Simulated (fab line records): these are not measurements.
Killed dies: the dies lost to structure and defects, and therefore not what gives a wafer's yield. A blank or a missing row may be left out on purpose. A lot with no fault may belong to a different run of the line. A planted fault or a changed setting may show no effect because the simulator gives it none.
Which of the tools did it? | flow n5 finfet | 10 lots with 30 wafers sampled at 5 steps, on a route of 1938 steps

WHAT THE GAUGES READ, wafer by wafer
N5_BEOL_M4_RC_MEAS_101. Usual: DIBL_N 36.1 mV/V, standard deviation 1.3; DIBL_P 36.3 mV/V, standard deviation 1.4; IOFF_N 0.162 nA/um, standard deviation 0.024; IOFF_P 0.22 nA/um, standard deviation 0.033; ION_N 674 uA/um, standard deviation 9.9; ION_P 464 uA/um, standard deviation 7.6; SS_N 71.6 mV/dec, standard deviation 0.53; SS_P 73.4 mV/dec, standard deviation 0.55; VT_N 249.4 mV, standard deviation 2.9; VT_P -249 mV, standard deviation 3.3.
lot  | measured     | on        | DIBL_N (mV/V)  | DIBL_P (mV/V)  | IOFF_N (nA/um)    | IOFF_P (nA/um) | ION_N (uA/um) | ION_P (uA/um) | SS_N (mV/dec)  | SS_P (mV/dec)  | VT_N (mV)         | VT_P (mV)      | flag
L622 | day 8 08:53  | prober-02 | 36.4 38.2 37.0 | 35.9 36.9 35.8 | 0.175 0.215 0.197 | 0.26 0.27 0.26 | 677 685 685   | 466 471 471   | 71.8 72.2 71.9 | 74.6 73.7 74.0 | 248.3 245.3 245.5 | -245 -245 -246 |
L628 | day 9 17:50  | prober-02 | 37.9 35.1 38.3 | 37.5 34.0 38.2 | 0.204 0.141 0.203 | 0.28 0.21 0.29 | 696 682 680   | 474 466 475   | 72.1 71.1 72.4 | 74.5 72.9 74.3 | 243.4 251.4 243.4 | -244 -247 -246 |
L627 | day 10 02:08 | prober-01 | 34.5 35.7 36.3 | 33.5 34.1 35.7 | 0.134 0.153 0.169 | 0.20 0.20 0.23 | 664 668 689   | 462 464 473   | 71.1 71.3 72.2 | 73.3 72.7 73.8 | 250.1 248.3 248.7 | -252 -248 -247 |
L629 | day 10 03:59 | prober-02 | 34.6 34.7 33.7 | 35.5 35.4 34.0 | 0.152 0.153 0.144 | 0.19 0.19 0.17 | 675 681 670   | 457 459 453   | 71.7 71.3 70.4 | 73.3 72.9 72.7 | 250.7 248.7 249.0 | -251 -253 -251 |
L630 | day 10 09:19 | prober-02 | 36.2 36.2 37.2 | 36.2 36.2 36.9 | 0.166 0.165 0.177 | 0.23 0.22 0.23 | 671 677 674   | 459 466 461   | 72.4 71.5 72.1 | 73.4 72.8 73.6 | 247.3 249.8 249.9 | -250 -250 -247 |
L631 | day 11 00:41 | prober-02 | 36.9 36.8 36.3 | 38.0 37.2 37.1 | 0.181 0.168 0.168 | 0.26 0.24 0.23 | 691 673 692   | 477 462 469   | 72.1 71.6 71.5 | 73.8 74.0 73.7 | 245.0 246.5 247.2 | -247 -249 -249 |
L636 | day 11 23:51 | prober-02 | 36.5 34.6 35.2 | 37.6 35.0 35.9 | 0.176 0.140 0.153 | 0.24 0.20 0.22 | 675 670 677   | 464 463 468   | 72.2 71.5 72.1 | 73.6 72.8 73.0 | 247.8 248.8 250.4 | -248 -250 -250 |
L638 | day 12 14:11 | prober-01 | 36.3 35.4 35.9 | 37.8 36.1 36.8 | 0.179 0.161 0.170 | 0.21 0.19 0.20 | 675 675 675   | 465 458 458   | 72.1 71.5 71.7 | 73.6 73.7 73.9 | 247.6 248.0 250.0 | -250 -252 -250 |
L641 | day 13 06:13 | prober-01 | 33.7 32.9 33.2 | 36.0 35.3 35.2 | 0.133 0.117 0.121 | 0.19 0.17 0.18 | 681 660 669   | 464 455 458   | 70.8 70.8 71.6 | 73.6 73.8 72.5 | 254.7 253.4 255.0 | -249 -253 -252 |
L640 | day 13 13:46 | prober-02 | 35.8 33.6 36.4 | 34.9 32.3 36.6 | 0.142 0.111 0.154 | 0.22 0.18 0.24 | 675 654 683   | 465 461 470   | 71.0 71.4 71.3 | 72.7 72.7 73.4 | 249.5 252.1 250.5 | -246 -250 -246 |

EACH LOT AND THE TOOL THAT RAN IT (in order: tool; ch and the chambers of the sampled wafers; start)
lot  | N5_BEOL_M4_DEGAS_44          | N5_BEOL_M4_ALD_84                   | N5_BEOL_M4_ANNEAL_49         | N5_BEOL_M4_SPUTTER_79
L622 | pvd sputter-01, day 8 03:52  | ald metal-03 ch 0,1,2, day 8 03:58  | pvd sputter-02, day 8 06:07  | pvd sputter-02, day 8 06:16
L628 | pvd sputter-01, day 9 13:50  | ald metal-02 ch 1,2,3, day 9 14:05  | pvd sputter-02, day 9 15:04  | pvd sputter-02, day 9 15:12
L627 | pvd sputter-01, day 9 21:23  | ald metal-01 ch 1,2,3, day 9 21:29  | pvd sputter-02, day 9 22:07  | pvd sputter-02, day 9 22:15
L629 | pvd sputter-03, day 10 00:19 | ald metal-03 ch 0,1,3, day 10 00:25 | pvd sputter-01, day 10 00:56 | pvd sputter-01, day 10 01:05
L630 | pvd sputter-02, day 10 05:19 | ald metal-03 ch 0,2,3, day 10 05:25 | pvd sputter-01, day 10 06:01 | pvd sputter-01, day 10 06:09
L631 | pvd sputter-02, day 10 20:49 | ald metal-03 ch 0,1,3, day 10 20:55 | pvd sputter-02, day 10 21:35 | pvd sputter-02, day 10 21:44
L636 | pvd sputter-01, day 11 19:16 | ald metal-01 ch 0,3, day 11 19:27   | pvd sputter-03, day 11 20:55 | pvd sputter-03, day 11 21:04
L638 | pvd sputter-03, day 12 10:40 | ald metal-03 ch 1,3, day 12 10:47   | pvd sputter-03, day 12 11:23 | pvd sputter-03, day 12 11:32
L641 | pvd sputter-01, day 13 02:11 | ald metal-01 ch 0,1, day 13 02:17   | pvd sputter-03, day 13 02:59 | pvd sputter-03, day 13 03:08
L640 | pvd sputter-01, day 13 09:40 | ald metal-02 ch 0,1,3, day 13 09:50 | pvd sputter-01, day 13 10:23 | pvd sputter-01, day 13 10:32
- N5_BEOL_M4_DEGAS_44: time 60 s.
- N5_BEOL_M4_ALD_84: deposits TaN, pulse time 2 s, purge time 3 s, co reactant purge time 2 s.
- N5_BEOL_M4_ANNEAL_49: time 240 s.
- N5_BEOL_M4_SPUTTER_79: material Cu, target thk 4.5 nm, time 8.29 s.

WHAT THE TOOLS THEMSELVES READ (means of the sampled wafers that have a number; where no wafer has one, the mark that the record gives instead)
N5_BEOL_M4_DEGAS_44. Usual: heater power w 353 W, standard deviation 43.
lot  | tool           | heater power w (W) | flag
L622 | pvd sputter-01 | 363                |
L628 | pvd sputter-01 | 335                |
L627 | pvd sputter-01 | 342                |
L629 | pvd sputter-03 | 366                |
L630 | pvd sputter-02 | 320                |
L631 | pvd sputter-02 | 344                |
L636 | pvd sputter-01 | 353                |
L638 | pvd sputter-03 | 426                |
L641 | pvd sputter-01 | 351                |
L640 | pvd sputter-01 | 356                |

N5_BEOL_M4_ALD_84. Usual: heater power w 450 W, standard deviation 38.
lot  | tool         | heater power w (W) | flag
L622 | ald metal-03 | 419                |
L628 | ald metal-02 | 481                |
L627 | ald metal-01 | 473                |
L629 | ald metal-03 | 447                |
L630 | ald metal-03 | 437                |
L631 | ald metal-03 | 435                |
L636 | ald metal-01 | 427                |
L638 | ald metal-03 | 456                |
L641 | ald metal-01 | 475                |
L640 | ald metal-02 | 446                |

N5_BEOL_M4_ANNEAL_49. Usual: heater power w 887 W, standard deviation 110; susceptor_temp_C_max 400.95, standard deviation 0.29.
lot  | tool           | heater power w (W) | susceptor_temp_C_max | flag
L622 | pvd sputter-02 | 794                | 401.03               |
L628 | pvd sputter-02 | 801                | 401.13               |
L627 | pvd sputter-02 | 788                | 401.02               |
L629 | pvd sputter-01 | 886                | 400.81               |
L630 | pvd sputter-01 | 883                | 400.91               |
L631 | pvd sputter-02 | 812                | 401.19               |
L636 | pvd sputter-03 | 927                | 400.77               |
L638 | pvd sputter-03 | 963                | 400.92               |
L641 | pvd sputter-03 | 943                | 400.76               |
L640 | pvd sputter-01 | 885                | 400.60               |

N5_BEOL_M4_SPUTTER_79. Usual: chamber pressure pa 0.07002 Pa, standard deviation 0.00013; throttle valve pct 30.0 %, standard deviation 0.58.
lot  | tool           | chamber pressure pa (Pa) | throttle valve pct (%) | flag
L622 | pvd sputter-02 | 0.06989                  | 30.1                   |
L628 | pvd sputter-02 | 0.07014                  | 30.1                   |
L627 | pvd sputter-02 | 0.07007                  | 29.6                   |
L629 | pvd sputter-01 | 0.07538                  | 29.1                   | OFF
L630 | pvd sputter-01 | 0.07537                  | 29.5                   | OFF
L631 | pvd sputter-02 | 0.07012                  | 30.0                   |
L636 | pvd sputter-03 | 0.07002                  | 29.6                   |
L638 | pvd sputter-03 | 0.07001                  | 29.7                   |
L641 | pvd sputter-03 | 0.07007                  | 29.8                   |
L640 | pvd sputter-01 | 0.07002                  | 30.4                   |

THE ANSWER, worked out from the rows above alone
Rule: a lot counts as off when the mean over its wafers that have a number is more than 3 standard deviations away from the usual mean. A lot without any number at a reading at which 4 lots or more have one is off too. The other lots that the step has rows for count as sound. Order of review: gauges by route order, followed by the tools' own readings, for which a lot's mean as printed above is used. At the first step where some lot is off, the reading lying furthest off is the one used; lots without a number count as furthest.
Off: L629, L630, at N5_BEOL_M4_SPUTTER_79 (chamber pressure pa).
A tool fits if, at that step or a process step before it, it ran every lot that is off, and no sound lot after the first of them. Of those tried, none fits.

WHAT THE SIMULATOR HAD PUT IN
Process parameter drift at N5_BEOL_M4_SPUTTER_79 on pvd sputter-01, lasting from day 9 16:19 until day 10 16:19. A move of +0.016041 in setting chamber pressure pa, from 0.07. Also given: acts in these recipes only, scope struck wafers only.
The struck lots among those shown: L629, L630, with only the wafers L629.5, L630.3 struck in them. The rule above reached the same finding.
